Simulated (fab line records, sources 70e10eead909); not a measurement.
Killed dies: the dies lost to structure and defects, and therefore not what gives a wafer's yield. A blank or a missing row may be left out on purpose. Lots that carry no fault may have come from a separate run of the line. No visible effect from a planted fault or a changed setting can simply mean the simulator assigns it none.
Chamber matching + flow nand-harc + 4 sister chambers for NHARC_A_CHANNEL_FILL_D1_ALD_02 on ald-hk-03
The step deposits SiO2, target thk 6 nm, pulse time 10 s, ald cycles 60. 14 wafers are shown with their chamber, then 7 later ones without.

EACH WAFER AND ITS CHAMBER
| wafer  | chamber | heater-power-outer-w (W) | heater-power-w (W) | precursor-pulse-height-rel |
|--------|---------|--------------------------|--------------------|----------------------------|
| L074.2 | 1       | 259                      | 441                | 1.018                      |
| L074.3 | 2       | 248                      | 431                | 0.982                      |
| L074.6 | 3       | 258                      | 466                | 1.001                      |
| L078.2 | 3       | 260                      | 454                | 1.000                      |
| L078.5 | 0       | 232                      | 436                | 1.004                      |
| L078.6 | 3       | 260                      | 466                | 1.019                      |
| L081.2 | 2       | 255                      | 464                | 1.019                      |
| L081.3 | 3       | 262                      | 461                | 1.036                      |
| L081.5 | 0       | 229                      | 430                | 0.999                      |
| L091.1 | 3       | 254                      | 456                | 1.003                      |
| L091.3 | 2       | 257                      | 482                | 1.026                      |
| L091.6 | 3       | 266                      | 463                | 0.995                      |
| L093.1 | 0       | 239                      | 436                | 0.992                      |
| L093.2 | 2       | 259                      | 463                | 0.967                      |

SIGNATURES (means of the wafers above)
| reading                    | chamber 0 | chamber 1 | chamber 2 | chamber 3 | scatter within a chamber |
|----------------------------|-----------|-----------|-----------|-----------|--------------------------|
| heater-power-outer-w       | 233.33    | 259.00    | 254.75    | 260.00    | 4.49                     |
| heater-power-w             | 434.00    | 441.00    | 460.00    | 461.00    | 12.3                     |
| precursor-pulse-height-rel | 0.99833   | 1.01800   | 0.99850   | 1.00900   | 0.0193                   |
Rule: for each reading, subtract the chamber's mean from the wafer's reading, divide by that reading's scatter and square the result; add these up over the readings and take the root, which gives the wafer's distance from the chamber. The wafer belongs to the nearest chamber; if the next one is less than 2 further off, it can't be placed. The scatter: the root of (the sum of the squares of (reading less its chamber's mean) over the shown wafers, divided by (wafers less chambers)).

WAFERS WHOSE CHAMBER IS MISSING
| wafer  | heater-power-outer-w (W) | heater-power-w (W) | precursor-pulse-height-rel |
|--------|--------------------------|--------------------|----------------------------|
| L093.6 | 257                      | 444                | 1.009                      |
| L094.1 | 266                      | 472                | 1.004                      |
| L094.2 | 261                      | 435                | 1.013                      |
| L094.6 | 261                      | 477                | 0.968                      |
| L096.2 | 234                      | 423                | 0.990                      |
| L096.3 | 266                      | 472                | 1.001                      |
| L096.4 | 250                      | 426                | 1.031                      |

THE CHAMBER EACH PASSED THROUGH
| wafer  | from the rows above               | in truth |
|--------|-----------------------------------|----------|
| L093.6 | can't be placed: 1 or 2 or 3      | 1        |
| L094.1 | can't be placed: 3 or 2 or 1      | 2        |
| L094.2 | can't be placed: 1 or 3 or 2      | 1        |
| L094.6 | can't be placed: 3 or 2 or 1      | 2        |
| L096.2 | 0                                 | 0        |
| L096.3 | can't be placed: 3 or 2 or 1      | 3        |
| L096.4 | can't be placed: 1 or 2 or 3 or 0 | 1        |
1 of 7 placed correctly. Can't be placed from these rows: 6 (the true chamber is among the candidates in 6). Number placed wrongly: 0.
